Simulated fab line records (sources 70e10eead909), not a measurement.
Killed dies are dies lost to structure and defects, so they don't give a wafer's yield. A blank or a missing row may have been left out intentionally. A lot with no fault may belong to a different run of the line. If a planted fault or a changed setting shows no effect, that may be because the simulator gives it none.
A struck lot beside a sound one + flow nand_harc + 15 steps out of a route of 1302
Sound: the wafers L157.1, L157.2, L157.4. Struck: wafer L172.2. (L172.3, L172.6 of the same lot were not struck and are left out.) The cause comes at the end.
Per side, at each step with rows, come the tool, then ch with its chambers, and then its first start. Under that, the readings that differ: sound wafers + struck wafers + difference of the means + sigmas: that difference in standard deviations of wafers without a fault.
alike: words and numbers the same on both sides, and readings whose means are apart by under 2 such deviations; not compared: readings that were withheld, readings missing a value for some wafer, numbers with overlapping values and no deviation given by the record, and bounds like >300 which may hide the same value.
A row with sigmas, a row that says differs or no value, or rows on one side alone: a step with any of these is where the two part. Numbers that have no deviation but don't overlap get no sigmas and don't part them. A reading that every wafer of one side lacks parts them only if that side has two wafers or more.

first, 8 steps without rows for these wafers: NHARC_A_CONTACT_COAT_61 (time 75 s); NHARC_A_CONTACT_COAT_62 (time 65 s); NHARC_A_CONTACT_COAT_63 (resist thk 90 nm); NHARC_A_CONTACT_SOFTBAKE_64 (time 55 s); NHARC_A_CONTACT_EBR_65; NHARC_A_CONTACT_EXPOSE_66 (exposes mask A CC 2); NHARC_A_CONTACT_PEB_67 (peb time 65 s); NHARC_A_CONTACT_DEVELOP_68 (develop time 35 s).
NHARC_A_CONTACT_CD_MEAS_69: the cd target is 300 nm.
  sound on cd_sem-03 ch 0, day 23 05:28; struck on cd_sem-03 ch 0, day 30 00:12
  alike: cd_nm
NHARC_A_CONTACT_OVL_MEAS_70:
  sound on overlay-02 at day 23 05:33; struck on overlay-02 at day 30 00:17
| reading           | sound          | struck | difference | sigmas |
|-------------------|----------------|--------|------------|--------|
| overlay_x_nm (nm) | -1.2 -1.4 -0.9 | 0.3    | +1.5       | +2     |
  alike: overlay_y_nm
NHARC_A_CONTACT_INSPECT_71:
  sound on defect_inspect-01 at day 23 05:35; struck on defect_inspect-02 at day 30 00:19
  alike: raw_defect_count
NHARC_A_CONTACT_DESCUM_74: chemistry O2, time 3 s.
  sound on rie_diel-11 ch 0,1,2, day 23 05:46; struck on rie_diel-11 ch 0, day 30 00:24
| reading                | sound    | struck | difference | sigmas |
|------------------------|----------|--------|------------|--------|
| rf_hours_counter_h (h) | 15 17 16 | 12     | -4         |        |
  alike: drypump_motor_current_A, mfc_ar_sccm, oes_product_au, rf_vpp_V, showerhead_plenum_p_Torr, throttle_valve_pct
NHARC_A_CONTACT_ETCH_75: etches the open film in CF4, target depth 39 nm, time 65 s.
  sound on rie_diel-11 ch 0,2,3, day 23 05:50; struck on rie_diel-11 ch 3, day 30 00:36
| reading                | sound             | struck | difference | sigmas |
|------------------------|-------------------|--------|------------|--------|
| oes_product_au (a.u.)  | 1.004 1.003 1.003 | 0.812  | -0.191     | -24    |
| rf_hours_counter_h (h) | 15 17 15          | 14     | -2         |        |
  alike: drypump_motor_current_A, mfc_ar_sccm, rf_vpp_V, showerhead_plenum_p_Torr, throttle_valve_pct
NHARC_A_CONTACT_ETCH_76: etches the open film in N2/H2, target depth 260 nm, time 475.3 s.
  sound on rie_diel-11 ch 1,2,3; struck on rie_diel-11 ch 3
| reading                | sound    | struck | difference | sigmas |
|------------------------|----------|--------|------------|--------|
| rf_hours_counter_h (h) | 17 16 16 | 14     | -2         |        |
  alike: drypump_motor_current_A, mfc_ar_sccm, oes_product_au, rf_vpp_V, showerhead_plenum_p_Torr, throttle_valve_pct
-- the record jumps here: 3 days lie between the struck wafers' starts before and after (it left off in module A_CONTACT and takes up again in module END, whose first step shown is number 1302 of the route) --
NHARC_END_SORT_01:
  only the struck wafers appear in the record here, on prober-01 ch 0 at day 33 08:41; the sound ones have no rows

## WHERE THEY PART
Earliest at NHARC_A_CONTACT_OVL_MEAS_70; latest, in this record, at NHARC_END_SORT_01.

WHY: what had been put in by the simulator
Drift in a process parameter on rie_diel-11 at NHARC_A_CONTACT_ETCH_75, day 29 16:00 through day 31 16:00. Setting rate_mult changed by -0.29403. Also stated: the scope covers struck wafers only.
